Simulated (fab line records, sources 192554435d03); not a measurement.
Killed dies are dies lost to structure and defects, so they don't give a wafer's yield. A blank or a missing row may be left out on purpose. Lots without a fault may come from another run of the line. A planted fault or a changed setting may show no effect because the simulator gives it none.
Split-lot experiment | flow n5_finfet | 7 lots, 21 wafers read, on a route of 1938 steps

THE SPLIT
At N5_BEOL_M3_VIA_ETCH_34 (etches the open film in C4F6/O2, target depth 69.4 nm, time 65.9 s), the setting time_s was moved away from the recipe's 65.9 s on 3 of the 21 wafers read, by -19.8% to +16.0%. The other wafers ran this setting at the recipe's value.

The reading is taken at the split's own step.

THE READING
SOC_of_BEOL_M3_COAT_67.thk_nm (the simulator's own value, which no gauge read), in nm, at N5_BEOL_M3_VIA_ETCH_34 (etches the open film in C4F6/O2, target depth 69.4 nm, time 65.9 s). The file gives no usual value for it. The 18 wafers here that ran the recipe average 51.9 nm, standard deviation 0.23 nm.

wafer  | tool, chamber at the split | time_s as run, s | against the recipe | SOC_of_BEOL_M3_COAT_67.thk_nm, nm | against lot-mates on the recipe
L076.1 | rie_diel-03, 1             | 52.86            | -19.8%             | 53.6                              | +2.0
L076.4 | rie_diel-03, 0             | 65.9             | recipe             | 51.6                              | -
L076.5 | rie_diel-03, 0             | 52.86            | -19.8%             | 53.6                              | +2.0
L080.1 | rie_diel-01, 3             | 65.9             | recipe             | 52                                | -
L080.2 | rie_diel-01, 0             | 65.9             | recipe             | 52                                | -
L080.4 | rie_diel-01, 0             | 65.9             | recipe             | 52.2                              | -
L081.3 | rie_diel-01, 0             | 65.9             | recipe             | 52                                | -
L081.4 | rie_diel-01, 1             | 65.9             | recipe             | 51.8                              | -
L081.5 | rie_diel-01, 3             | 65.9             | recipe             | 51.8                              | -
L090.4 | rie_diel-02, 1             | 65.9             | recipe             | 51.4                              | -
L090.5 | rie_diel-02, 1             | 65.9             | recipe             | 51.6                              | -
L090.6 | rie_diel-02, 2             | 65.9             | recipe             | 51.8                              | -
L091.2 | rie_diel-03, 3             | 65.9             | recipe             | 52                                | -
L091.3 | rie_diel-03, 1             | 65.9             | recipe             | 52                                | -
L091.6 | rie_diel-03, 1             | 65.9             | recipe             | 52.2                              | -
L092.2 | rie_diel-01, 2             | 65.9             | recipe             | 51.8                              | -
L092.4 | rie_diel-01, 0             | 65.9             | recipe             | 52.2                              | -
L092.5 | rie_diel-01, 0             | 65.9             | recipe             | 52.2                              | -
L097.2 | rie_diel-03, 2             | 65.9             | recipe             | 51.8                              | -
L097.3 | rie_diel-03, 1             | 76.43            | +16.0%             | 50.6                              | -1.1
L097.4 | rie_diel-03, 3             | 65.9             | recipe             | 51.6                              | -

THE FIT
A straight line over all 21 wafers: SOC_of_BEOL_M3_COAT_67.thk_nm changes by -0.0849 nm for each +1% of time_s; r = -0.94; the points scatter about the line by 0.23 nm.
The same after taking each lot's own level away (the mean of its wafers on the recipe; 21 wafers): -0.0924 nm for each +1%; r = -0.97; scatter 0.16 nm.
On that fit, the largest move of time_s shifts the reading by 1.8 nm.
The lots' own levels span 51.60 to 52.07 nm, that is 2.0 times the standard deviation above.
So the lot-to-lot level changes the slope little: the two slopes agree.
Check: with one of the wafers moved furthest among these (-19.8%) left out of the fit, the line predicts +1.77 nm for it against its lot-mates. It came out at +2 nm against them.

OTHER SPLITS ON THESE WAFERS
These wafers also went through other splits before the reading. Each is held against what the fit with the lots' levels taken away leaves over:
other split on the same wafers | wafers away from the commonest value | r with SOC_of_BEOL_M3_COAT_67.thk_nm (lot level and that fit taken away)
N5_BEOL_M1_ETCH_64 source_w    | 7                                    | -0.08

THE WHOLE CHAIN: every reading that the file lists as answering this split, in the file's order
step                   | what it does                                                       | reading                                                                        | change (the file's fit)                | r (the file's)
N5_BEOL_M3_VIA_ETCH_34 | etches the open film in C4F6/O2, target depth 69.4 nm, time 65.9 s | etch.depth_nm (the simulator's own value, which no gauge read)                 | +0.675 nm for each +1% of the setting  | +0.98
N5_BEOL_M3_VIA_ETCH_34 | etches the open film in C4F6/O2, target depth 69.4 nm, time 65.9 s | SOC_of_BEOL_M3_COAT_67.thk_nm (the simulator's own value, which no gauge read) | -0.0884 nm for each +1% of the setting | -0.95

THE FILE'S OWN FIT
SOC_of_BEOL_M3_COAT_67.thk_nm changes by -0.0884 nm for each +1% of time_s, r = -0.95.
